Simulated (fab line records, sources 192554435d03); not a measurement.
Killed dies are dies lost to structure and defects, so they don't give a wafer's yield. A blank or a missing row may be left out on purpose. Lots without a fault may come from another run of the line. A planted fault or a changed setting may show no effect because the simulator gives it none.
Which tool did it? | flow n5_finfet | 24 lots, 72 wafers sampled, at 5 steps of a route of 1938

WHAT THE GAUGES READ, wafer by wafer
N5_BEOL_M12_THK_MEAS_50: measures by xrf. Usual: M12_THK 317 nm, standard deviation 5.2.
lot  | measured     | on            | M12_THK (nm) | flag
L074 | day 10 07:40 | film_metro-02 | 317 315 310  |
L075 | day 10 18:25 | film_metro-02 | 318 317 307  |
L078 | day 11 08:00 | film_metro-01 | 324 323 323  |
L077 | day 11 09:02 | film_metro-02 | 320 313 318  |
L076 | day 11 09:53 | film_metro-02 | 314 311 315  |
L079 | day 11 14:04 | film_metro-01 | 329 325 326  |
L080 | day 11 21:53 | film_metro-01 | 324 314 316  |
L081 | day 12 05:34 | film_metro-02 | 325 320 328  |
L083 | day 12 06:23 | film_metro-01 | 320 321 324  |
L082 | day 12 13:44 | film_metro-01 | 321 321 319  |
L084 | day 12 18:52 | film_metro-02 | 311 314 318  |
L085 | day 13 13:24 | film_metro-01 | 324 324 322  |
L087 | day 13 22:05 | film_metro-01 | 320 317 321  |
L088 | day 14 04:04 | film_metro-02 | 322 322 323  |
L089 | day 14 06:20 | film_metro-02 | 326 314 317  |
L086 | day 14 07:13 | film_metro-01 | 312 314 312  |
L090 | day 15 00:58 | film_metro-01 | 325 315 313  |
L091 | day 15 10:42 | film_metro-01 | 320 318 317  |
L093 | day 15 14:47 | film_metro-02 | 319 315 320  |
L092 | day 15 16:50 | film_metro-01 | 318 323 310  |
L095 | day 15 20:33 | film_metro-01 | 316 317 323  |
L094 | day 15 22:50 | film_metro-02 | 318 310 311  |
L096 | day 16 06:12 | film_metro-01 | 311 317 314  |
L097 | day 16 12:37 | film_metro-02 | 307 317 310  |

N5_BEOL_M12_INSPECT_55: inspects for defects (darkfield). Usual: raw_defect_count 68, standard deviation 20.
lot  | measured     | on                | raw_defect_count | flag
L074 | day 10 07:49 | defect_inspect-01 | 80 76 68         |
L075 | day 10 18:34 | defect_inspect-02 | 69 101 78        |
L078 | day 11 08:09 | defect_inspect-01 | 115 64 101       |
L077 | day 11 09:11 | defect_inspect-01 | 96 46 76         |
L076 | day 11 10:02 | defect_inspect-01 | 43 87 56         |
L079 | day 11 14:14 | defect_inspect-01 | 79 87 43         |
L080 | day 11 22:02 | defect_inspect-01 | 91 97 103        |
L081 | day 12 05:43 | defect_inspect-02 | 56 55 44         |
L083 | day 12 06:32 | defect_inspect-02 | 95 88 90         |
L082 | day 12 13:53 | defect_inspect-02 | 92 90 105        |
L084 | day 12 19:02 | defect_inspect-01 | 37 51 37         |
L085 | day 13 13:33 | defect_inspect-01 | 69 55 67         |
L087 | day 13 22:14 | defect_inspect-02 | 70 48 73         |
L088 | day 14 04:13 | defect_inspect-01 | 42 52 52         |
L089 | day 14 06:29 | defect_inspect-02 | 38 37 44         |
L086 | day 14 07:22 | defect_inspect-01 | 53 60 50         |
L090 | day 15 01:07 | defect_inspect-01 | 89 79 54         |
L091 | day 15 10:51 | defect_inspect-02 | 73 115 77        |
L093 | day 15 14:56 | defect_inspect-01 | 80 48 58         |
L092 | day 15 16:59 | defect_inspect-01 | 72 63 61         |
L095 | day 15 20:42 | defect_inspect-01 | 53 34 75         |
L094 | day 15 22:59 | defect_inspect-02 | 56 80 80         |
L096 | day 16 06:21 | defect_inspect-02 | 106 72 43        |
L097 | day 16 12:46 | defect_inspect-02 | 53 66 43         |

N5_BEOL_M13_CD_MEAS_28: target cd 209.5 nm. Usual: cd_nm 209.4 nm, standard deviation 1.2.
lot  | measured     | on        | cd_nm (nm)        | flag
L074 | day 10 09:25 | cd_sem-01 | 212.5 210.6 208.8 |
L075 | day 10 20:16 | cd_sem-01 | 210.1 211.4 211.5 |
L078 | day 11 09:35 | cd_sem-01 | 207.9 209.1 208.8 |
L077 | day 11 10:38 | cd_sem-01 | 208.2 211.5 209.8 |
L076 | day 11 11:29 | cd_sem-01 | 209.4 208.5 210.0 |
L079 | day 11 15:40 | cd_sem-02 | 210.4 209.8 211.6 |
L080 | day 11 23:36 | cd_sem-01 | 209.0 208.7 208.6 |
L081 | day 12 07:10 | cd_sem-01 | 207.2 209.1 210.3 |
L083 | day 12 07:58 | cd_sem-02 | 209.4 209.9 207.4 |
L082 | day 12 15:30 | cd_sem-02 | 209.8 209.4 209.8 |
L084 | day 12 20:44 | cd_sem-01 | 209.1 209.1 209.8 |
L085 | day 13 15:29 | cd_sem-03 | 209.6 209.4 208.8 |
L087 | day 13 23:48 | cd_sem-02 | 208.4 208.5 209.8 |
L088 | day 14 05:47 | cd_sem-02 | 208.7 210.9 211.6 |
L089 | day 14 08:02 | cd_sem-01 | 208.2 209.7 208.2 |
L086 | day 14 09:18 | cd_sem-03 | 211.1 210.6 210.9 |
L090 | day 15 03:21 | cd_sem-01 | 208.5 210.1 209.4 |
L091 | day 15 12:25 | cd_sem-02 | 208.6 208.1 209.8 |
L093 | day 15 16:23 | cd_sem-02 | 208.7 207.7 208.0 |
L092 | day 15 18:32 | cd_sem-01 | 210.0 209.1 209.2 |
L095 | day 15 22:09 | cd_sem-01 | 208.8 207.1 208.3 |
L094 | day 16 00:25 | cd_sem-01 | 208.1 207.1 207.3 |
L096 | day 16 07:55 | cd_sem-03 | 209.9 210.2 208.0 |
L097 | day 16 14:13 | cd_sem-01 | 211.9 211.7 210.6 |

N5_BEOL_M13_OVL_MEAS_29. Usual: M13_OVL 2 nm, standard deviation 5.1.
lot  | measured     | on         | M13_OVL (nm) | flag
L074 | day 10 09:27 | overlay-01 | -3 -8 -1     |
L075 | day 10 20:17 | overlay-02 | 4 2 5        |
L078 | day 11 09:37 | overlay-01 | 1 -3 -1      |
L077 | day 11 10:40 | overlay-01 | -3 5 5       |
L076 | day 11 11:31 | overlay-02 | 0 -1 -5      |
L079 | day 11 15:43 | overlay-02 | 1 11 -4      |
L080 | day 11 23:38 | overlay-01 | -2 -7 -1     |
L081 | day 12 07:11 | overlay-01 | 6 2 0        |
L083 | day 12 08:00 | overlay-02 | 8 3 8        |
L082 | day 12 15:32 | overlay-01 | 0 5 2        |
L084 | day 12 20:46 | overlay-02 | 2 -3 0       |
L085 | day 13 15:31 | overlay-01 | 0 -3 -1      |
L087 | day 13 23:50 | overlay-01 | 3 0 0        |
L088 | day 14 05:49 | overlay-01 | -3 2 1       |
L089 | day 14 08:04 | overlay-01 | 3 12 2       |
L086 | day 14 09:20 | overlay-02 | 5 0 3        |
L090 | day 15 03:23 | overlay-02 | 5 12 10      |
L091 | day 15 12:26 | overlay-01 | 2 -4 -1      |
L093 | day 15 16:25 | overlay-01 | 4 1 3        |
L092 | day 15 18:34 | overlay-01 | -5 2 -2      |
L095 | day 15 22:11 | overlay-02 | 11 11 4      |
L094 | day 16 00:27 | overlay-01 | 4 4 -1       |
L096 | day 16 07:56 | overlay-02 | -10 6 -8     |
L097 | day 16 14:14 | overlay-02 | 3 6 -4       |

WHICH TOOL RAN EACH LOT (tool, then ch and the chambers of the sampled wafers, then the start)
lot  | N5_BEOL_M12_SPUTTER_44
L074 | pvd_sputter-03, day 10 06:44
L075 | pvd_sputter-03, day 10 17:01
L078 | pvd_sputter-01, day 11 07:04
L077 | pvd_sputter-03, day 11 08:07
L076 | pvd_sputter-02, day 11 08:58
L079 | pvd_sputter-03, day 11 13:08
L080 | pvd_sputter-03, day 11 20:58
L081 | pvd_sputter-01, day 12 04:38
L083 | pvd_sputter-03, day 12 05:12
L082 | pvd_sputter-03, day 12 12:48
L084 | pvd_sputter-02, day 12 17:49
L085 | pvd_sputter-03, day 13 12:28
L087 | pvd_sputter-03, day 13 21:08
L088 | pvd_sputter-03, day 14 03:08
L089 | pvd_sputter-03, day 14 05:24
L086 | pvd_sputter-01, day 14 06:08
L090 | pvd_sputter-02, day 15 00:02
L091 | pvd_sputter-01, day 15 09:46
L093 | pvd_sputter-02, day 15 13:52
L092 | pvd_sputter-03, day 15 15:53
L095 | pvd_sputter-01, day 15 19:37
L094 | pvd_sputter-01, day 15 21:54
L096 | pvd_sputter-02, day 16 05:16
L097 | pvd_sputter-02, day 16 11:41
- N5_BEOL_M12_SPUTTER_44: material Ta, target thk 10 nm, time 16.13 s.

WHAT THE TOOLS THEMSELVES READ (means of the sampled wafers that have a number; where no wafer has one, the mark that the record gives instead)
N5_BEOL_M12_SPUTTER_44. Usual: substrate_temp_c 49.99 C, standard deviation 0.13; throttle_valve_pct 30.1 %, standard deviation 0.68.
lot  | tool           | substrate_temp_c (C) | throttle_valve_pct (%) | flag
L074 | pvd_sputter-03 | 49.95                | 30.3                   |
L075 | pvd_sputter-03 | 49.90                | 30.0                   |
L078 | pvd_sputter-01 | 49.89                | 30.1                   |
L077 | pvd_sputter-03 | 49.91                | 30.3                   |
L076 | pvd_sputter-02 | 49.99                | 30.6                   |
L079 | pvd_sputter-03 | 50.08                | 30.4                   |
L080 | pvd_sputter-03 | 50.07                | 30.1                   |
L081 | pvd_sputter-01 | 49.88                | 29.8                   |
L083 | pvd_sputter-03 | 49.96                | 30.3                   |
L082 | pvd_sputter-03 | 49.96                | 30.0                   |
L084 | pvd_sputter-02 | 50.02                | 30.2                   |
L085 | pvd_sputter-03 | 50.10                | 29.8                   |
L087 | pvd_sputter-03 | 49.96                | 30.0                   |
L088 | pvd_sputter-03 | 50.06                | 29.8                   |
L089 | pvd_sputter-03 | 50.04                | 30.1                   |
L086 | pvd_sputter-01 | 49.92                | 29.8                   |
L090 | pvd_sputter-02 | 49.90                | 29.3                   |
L091 | pvd_sputter-01 | 50.05                | 30.2                   |
L093 | pvd_sputter-02 | 50.01                | 30.4                   |
L092 | pvd_sputter-03 | 49.92                | 30.2                   |
L095 | pvd_sputter-01 | 49.87                | 30.1                   |
L094 | pvd_sputter-01 | 50.01                | 30.2                   |
L096 | pvd_sputter-02 | 49.99                | 29.9                   |
L097 | pvd_sputter-02 | 49.93                | 30.9                   |

THE ANSWER, worked out from the rows above alone
Rule: a lot is off if the mean of its wafers that have a number lies more than 3 standard deviations from the usual mean. A lot without any number at a reading at which 4 lots or more have one is off too. The other lots that the step has rows for count as sound. The gauges are gone through in route order, then the tools' own readings, and for those a lot's mean is taken as printed above. The first step at which some lot is off is used, and at that step the reading that is off furthest; a lot without a number counts as furthest.
No lot is off at any reading shown: from this, nothing can be told.

WHAT THE SIMULATOR HAD PUT IN
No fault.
